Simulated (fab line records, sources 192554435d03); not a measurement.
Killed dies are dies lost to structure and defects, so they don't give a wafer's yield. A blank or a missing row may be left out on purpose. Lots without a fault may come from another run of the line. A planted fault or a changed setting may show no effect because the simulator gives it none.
Chamber matching | flow n5_finfet | N5_BEOL_M1_STRIP_19 on rie_diel-05: 4 sister chambers
The step strips in O2. 4 wafers are shown with their chamber, then 8 later ones without.

WAFERS WITH THEIR CHAMBER
wafer  | chamber | showerhead_plenum_p_Torr (Torr)
L082.4 | 2       | 2.02
L082.6 | 0       | 2.16
L085.4 | 3       | 2.00
L088.1 | 1       | 2.10

WAFERS WITHOUT THEIR CHAMBER
wafer  | showerhead_plenum_p_Torr (Torr)
L088.4 | 2.10
L088.5 | 2.01
L076.2 | 2.15
L076.3 | 1.99
L076.5 | 2.01
L097.1 | 2.10
L097.3 | 2.15
L097.6 | 2.01

WHICH CHAMBER EACH WENT THROUGH
wafer  | from the rows above     | in truth
L088.4 | 1                       | 1
L088.5 | can't be placed: 3 or 2 | 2
L076.2 | 0                       | 0
L076.3 | 3                       | 3
L076.5 | can't be placed: 3 or 2 | 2
L097.1 | 1                       | 1
L097.3 | 0                       | 0
L097.6 | can't be placed: 3 or 2 | 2
Placed correctly: 5 of 8. Can't be placed from these rows: 3 (the true chamber is among the candidates in 3). Placed wrongly: 0.
How it was worked out, from the rows above alone: a wafer's distance from a chamber is the root of the sum, over the readings, of the square of ((its reading less the chamber's mean) divided by the reading's scatter). The wafer belongs to the nearest chamber; if the next one is less than 2 further off, it can't be placed. A chamber's mean is the mean of its shown wafers. The scatter: with one shown wafer a chamber, the root of the mean of the squares of how far each hidden wafer lies from its nearest shown one.
